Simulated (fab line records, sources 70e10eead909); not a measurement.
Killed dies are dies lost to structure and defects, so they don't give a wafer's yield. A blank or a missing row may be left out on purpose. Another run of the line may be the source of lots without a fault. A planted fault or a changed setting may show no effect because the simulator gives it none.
Comparing a struck lot with a sound one -- flow nand harc -- 41 out of 1302 route steps
Sound: these wafers, L246.1, L246.3, L246.4. Struck: wafers L255.1, L255.3, L255.6. At the end, the cause is stated.
Each step with rows lists, per side, the tool, then ch with its chambers, then its first start. Under that, the readings that differ: sound wafers -- struck wafers -- difference of the means -- sigmas: that difference in standard deviations of wafers without a fault.
alike: words and numbers the same on both sides, and readings whose means are apart by under 2 such deviations; not compared: readings that were withheld, readings missing a value for some wafer, numbers with overlapping values and no deviation given by the record, and bounds like >300 which may hide the same value.
Wherever a step has rows on one side only, a row that says differs or no value, or a row with sigmas, the two part there. Non-overlapping numbers with no deviation appear without sigmas and do not part them. Lack of a reading on every wafer of one side parts them only where that side has two or more wafers.

first, 8 steps without rows for these wafers: NHARC_P_M1_HMDS_02 (time 30 s); NHARC_P_M1_COAT_34 (time 65 s); NHARC_P_M1_COAT_03 (resist thk 90 nm); NHARC_P_M1_SOFTBAKE_04 (time 55 s); NHARC_P_M1_EBR_05; NHARC_P_M1_EXPOSE_06 (exposes mask P M1, target cd 130 nm); NHARC_P_M1_PEB_07 (peb time 65 s); NHARC_P_M1_DEVELOP_08 (develop time 35 s).
NHARC_P_M1_CD_MEAS_09: target cd 130 nm.
  sound on cd sem-02 ch 0, day 7 09:16; struck on cd sem-01 ch 0, day 11 00:31
  alike: cd nm
NHARC_P_M1_OVL_MEAS_10: pitch 260 nm.
  sound: overlay-02 at day 7 09:21; struck: overlay-01 at day 11 00:36
  alike: overlay x nm, overlay y nm
NHARC_P_M1_INSPECT_11:
  sound: defect inspect-01 at day 7 09:23; struck: defect inspect-02 at day 11 00:38
  alike: raw defect count
NHARC_P_M1_DESCUM_14: chemistry O2, time 3 s.
  sound on rie diel-01 ch 0,1,3, day 7 09:27; struck on rie diel-01 ch 0,1,2, day 11 00:42
  alike: drypump motor current A, oes product au, rf vpp V, showerhead plenum p Torr, throttle valve pct
  not compared: rf hours counter h
NHARC_P_M1_ETCH_35: etches the open film in N2/H2, target depth 40 nm, overetch 12 nm, time 43.94 s.
  sound on rie diel-01 ch 1,2,3, day 7 09:32; struck on rie diel-01 ch 1,2, day 11 00:49
  alike: drypump motor current A, oes product au, rf vpp V, showerhead plenum p Torr, throttle valve pct
  not compared: rf hours counter h
then, 1 step without rows for these wafers: NHARC_P_M1_ETCH_15 (etches the open film in C4F8/Ar, target depth 182.5 nm, time 91.2 s).
NHARC_P_M1_CD_MEAS_16:
  sound: cd sem-03 at day 7 09:45; struck: cd sem-01 at day 11 01:03
  alike: cd nm
NHARC_P_M1_STRIP_18: strips in N2/H2.
  sound on rie diel-04 ch 0,2,3, day 7 09:51; struck on rie diel-02 ch 0,1,2, day 11 01:08
  alike: drypump motor current A, oes product au, rf vpp V, showerhead plenum p Torr, throttle valve pct
  not compared: rf hours counter h
then, 4 steps without rows for these wafers: NHARC_P_M1_ETCH_28 (etches the open film in CF4/N2, target depth 30 nm, time 72.99 s); NHARC_P_M1_STRIP_19 (strips in post etch residue remover, time 600 s); NHARC_P_M1_DEGAS_29 (time 60 s); NHARC_P_M1_PRE_CLEAN_30 (time 30 s).
NHARC_P_M1_PVD_20: deposits TaN, target thk 5 nm, time 8.06 s.
  sound on pvd sputter-02; struck on pvd sputter-03
  alike: throttle valve pct
then, 4 steps without rows for these wafers: NHARC_P_M1_PVD_21 (deposits Cu, target thk 30 nm, time 20.49 s); NHARC_P_M1_ECD_22 (material Cu, target thk 400 nm); NHARC_P_M1_ANNEAL_31 (time 90 s); NHARC_P_M1_CMP_23 (polishes, t overpolish 20 s, target thk 157.82 nm).
NHARC_P_M1_THK_MEAS_24: measures by xrf.
  sound: film metro-01 at day 7 11:54; struck: film metro-01 at day 11 03:10
  alike: thk nm
following that, these wafers have no rows for 1 step: NHARC_P_M1_SRD_25.
NHARC_P_M1_PRE_CLEAN_32: time 12 s.
  sound on pecvd-02 ch 0,1,2, day 7 12:08; struck on pecvd-03 ch 1,2, day 11 03:24
  alike: heater power w, susceptor temp C
NHARC_P_M1_DEP_33: deposits SiCN, target thk 30 nm.
  sound on pecvd-02 ch 0,1,2, day 7 12:15; struck on pecvd-03 ch 1,2, day 11 03:31
  alike: chamber pressure Torr, heater power w, susceptor temp C
then, 10 steps without rows for these wafers: NHARC_P_M2_DEP_00 (deposits SiOC, target thk 182.5 nm); NHARC_P_M2_DEHYDRATE_01 (time 120 s); NHARC_P_M2_HMDS_02 (time 30 s); NHARC_P_M2_COAT_34 (time 65 s); NHARC_P_M2_COAT_03 (resist thk 90 nm); NHARC_P_M2_SOFTBAKE_04 (time 55 s); NHARC_P_M2_EBR_05; NHARC_P_M2_EXPOSE_06 (exposes mask P M2, target cd 170 nm); NHARC_P_M2_PEB_07 (peb time 65 s); NHARC_P_M2_DEVELOP_08 (develop time 35 s).
NHARC_P_M2_CD_MEAS_09: target cd 170 nm.
  sound on cd sem-02 ch 0, day 7 13:27; struck on cd sem-01 ch 0, day 11 04:42
  alike: cd nm
-- record jumps: 17 days between struck wafers' starts before vs after; left off in module P_M2, resumes in module END, first step shown is number 1302 of the route --
NHARC_END_SORT_01:
  here the record holds rows for the struck wafers (prober-02 ch 0, day 28 11:41) but none for the sound ones

== WHERE THEY PART ==
At NHARC_END_SORT_01 and nowhere else, as far as this record goes.

WHY: whatever the simulator had introduced
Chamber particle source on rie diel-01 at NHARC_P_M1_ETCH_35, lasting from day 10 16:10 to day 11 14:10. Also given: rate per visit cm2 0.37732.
